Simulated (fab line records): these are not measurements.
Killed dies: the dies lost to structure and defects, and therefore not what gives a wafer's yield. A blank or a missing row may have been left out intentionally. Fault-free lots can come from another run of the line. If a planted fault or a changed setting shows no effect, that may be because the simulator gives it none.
Which tool is to blame? / flow nandHarc / Sampling: 24 lots, 72 wafers, 2 of 1159 route steps

== WHAT THE GAUGES SHOWED, per wafer ==
NHARC_A_CONTACT_INSPECT_71.
lot=L074; measured=day 16 12:44; on=defectInspect-01; rawDefectCount=14 17 19
lot=L075; measured=day 16 22:19; on=defectInspect-01; rawDefectCount=26 19 24
lot=L076; measured=day 16 23:07; on=defectInspect-01; rawDefectCount=18 21 20
lot=L077; measured=day 17 05:35; on=defectInspect-01; rawDefectCount=19 22 11
lot=L078; measured=day 17 04:59; on=defectInspect-01; rawDefectCount=28 18 22
lot=L079; measured=day 18 01:37; on=defectInspect-01; rawDefectCount=35 35 29
lot=L080; measured=day 18 12:46; on=defectInspect-01; rawDefectCount=37 46 32
lot=L081; measured=day 18 16:56; on=defectInspect-01; rawDefectCount=12 12 7
lot=L082; measured=day 18 19:35; on=defectInspect-01; rawDefectCount=53 55 41
lot=L083; measured=day 18 21:46; on=defectInspect-01; rawDefectCount=16 17 8
lot=L085; measured=day 19 10:31; on=defectInspect-02; rawDefectCount=29 26 35
lot=L086; measured=day 19 14:59; on=defectInspect-02; rawDefectCount=24 25 32
lot=L087; measured=day 19 16:49; on=defectInspect-02; rawDefectCount=62 46 37
lot=L089; measured=day 19 21:50; on=defectInspect-01; rawDefectCount=47 51 46
lot=L084; measured=day 19 22:26; on=defectInspect-01; rawDefectCount=25 29 33
lot=L088; measured=day 20 08:20; on=defectInspect-02; rawDefectCount=12 12 8
lot=L090; measured=day 20 11:52; on=defectInspect-01; rawDefectCount=31 31 25
lot=L091; measured=day 21 00:04; on=defectInspect-01; rawDefectCount=33 33 35
lot=L093; measured=day 21 02:23; on=defectInspect-01; rawDefectCount=35 40 38
lot=L094; measured=day 21 07:32; on=defectInspect-02; rawDefectCount=39 33 28
lot=L092; measured=day 21 14:11; on=defectInspect-02; rawDefectCount=63 58 56
lot=L097; measured=day 22 07:58; on=defectInspect-01; rawDefectCount=36 44 49
lot=L095; measured=day 22 10:56; on=defectInspect-01; rawDefectCount=14 17 14
lot=L096; measured=day 22 13:13; on=defectInspect-02; rawDefectCount=43 40 48

== EACH LOT AND THE TOOL THAT RAN IT (in order: tool; ch and the chambers of the sampled wafers; start) ==
lot=L074; NHARC_A_CONTACT_DEP_57=aclDep-03 ch 0, day 16 10:26
lot=L075; NHARC_A_CONTACT_DEP_57=aclDep-01 ch 0, day 16 19:43
lot=L076; NHARC_A_CONTACT_DEP_57=aclDep-03 ch 0, day 16 20:46
lot=L077; NHARC_A_CONTACT_DEP_57=aclDep-03 ch 0, day 17 02:41
lot=L078; NHARC_A_CONTACT_DEP_57=aclDep-02 ch 0, day 17 02:53
lot=L079; NHARC_A_CONTACT_DEP_57=aclDep-01 ch 0, day 17 23:09
lot=L080; NHARC_A_CONTACT_DEP_57=aclDep-03 ch 0, day 18 10:12
lot=L081; NHARC_A_CONTACT_DEP_57=aclDep-03 ch 0, day 18 15:13
lot=L082; NHARC_A_CONTACT_DEP_57=aclDep-01 ch 0, day 18 17:29
lot=L083; NHARC_A_CONTACT_DEP_57=aclDep-01 ch 0, day 18 19:26
lot=L085; NHARC_A_CONTACT_DEP_57=aclDep-03 ch 0, day 19 07:56
lot=L086; NHARC_A_CONTACT_DEP_57=aclDep-01 ch 0, day 19 12:25
lot=L087; NHARC_A_CONTACT_DEP_57=aclDep-03 ch 0, day 19 14:18
lot=L089; NHARC_A_CONTACT_DEP_57=aclDep-01 ch 0, day 19 19:56
lot=L084; NHARC_A_CONTACT_DEP_57=aclDep-03 ch 0, day 19 20:08
lot=L088; NHARC_A_CONTACT_DEP_57=aclDep-01 ch 0, day 20 05:43
lot=L090; NHARC_A_CONTACT_DEP_57=aclDep-02 ch 0, day 20 09:26
lot=L091; NHARC_A_CONTACT_DEP_57=aclDep-02 ch 0, day 20 22:28
lot=L093; NHARC_A_CONTACT_DEP_57=aclDep-03 ch 0, day 20 23:55
lot=L094; NHARC_A_CONTACT_DEP_57=aclDep-03 ch 0, day 21 04:50
lot=L092; NHARC_A_CONTACT_DEP_57=aclDep-01 ch 0, day 21 11:35
lot=L097; NHARC_A_CONTACT_DEP_57=aclDep-01 ch 0, day 22 05:38
lot=L095; NHARC_A_CONTACT_DEP_57=aclDep-03 ch 0, day 22 08:44
lot=L096; NHARC_A_CONTACT_DEP_57=aclDep-02 ch 0, day 22 10:37
- NHARC_A_CONTACT_DEP_57: deposits aC, target thk 2800 nm.

== AS READ BY THE TOOLS THEMSELVES (means over the sampled wafers that have a number; for cases with no such wafer, the mark the record gives instead) ==
NHARC_A_CONTACT_DEP_57.
lot=L074; tool=aclDep-03; throttleValvePct (%)=35.003
lot=L075; tool=aclDep-01; throttleValvePct (%)=34.998
lot=L076; tool=aclDep-03; throttleValvePct (%)=34.995
lot=L077; tool=aclDep-03; throttleValvePct (%)=35.003
lot=L078; tool=aclDep-02; throttleValvePct (%)=35.005
lot=L079; tool=aclDep-01; throttleValvePct (%)=34.993
lot=L080; tool=aclDep-03; throttleValvePct (%)=35.001
lot=L081; tool=aclDep-03; throttleValvePct (%)=34.998
lot=L082; tool=aclDep-01; throttleValvePct (%)=35.004
lot=L083; tool=aclDep-01; throttleValvePct (%)=34.995
lot=L085; tool=aclDep-03; throttleValvePct (%)=34.999
lot=L086; tool=aclDep-01; throttleValvePct (%)=34.993
lot=L087; tool=aclDep-03; throttleValvePct (%)=34.998
lot=L089; tool=aclDep-01; throttleValvePct (%)=34.996
lot=L084; tool=aclDep-03; throttleValvePct (%)=34.996
lot=L088; tool=aclDep-01; throttleValvePct (%)=34.997
lot=L090; tool=aclDep-02; throttleValvePct (%)=35.005
lot=L091; tool=aclDep-02; throttleValvePct (%)=34.998
lot=L093; tool=aclDep-03; throttleValvePct (%)=35.000
lot=L094; tool=aclDep-03; throttleValvePct (%)=34.998
lot=L092; tool=aclDep-01; throttleValvePct (%)=34.992
lot=L097; tool=aclDep-01; throttleValvePct (%)=34.999
lot=L095; tool=aclDep-03; throttleValvePct (%)=35.004
lot=L096; tool=aclDep-02; throttleValvePct (%)=34.995

== THE ANSWER, worked out from the rows above alone ==
Rule: what is usual is taken from the lots themselves. The widest of any qualifying gaps counts: lots, ordered by their means at a reading, are off when they make up no more than a third of the lots, leave a main group of 4 or more, and stand apart from it by 3 or more times the standard deviation of that group's means. Not used: any main group whose means are identical at the precision the tables above print for the reading. Also off: a lot with no number at a reading for which 4 or more lots have one. Where the step has rows for the other lots, those lots are counted as sound. Order of review: gauges by route order, followed by the tools' own readings, for which a lot's mean as printed above is used. At the first step where some lot is off, the reading lying furthest off is the one used; lots without a number count as furthest.
Nothing can be told from this: no lot is off at any reading shown.

== WHAT THE SIMULATOR PUT IN ==
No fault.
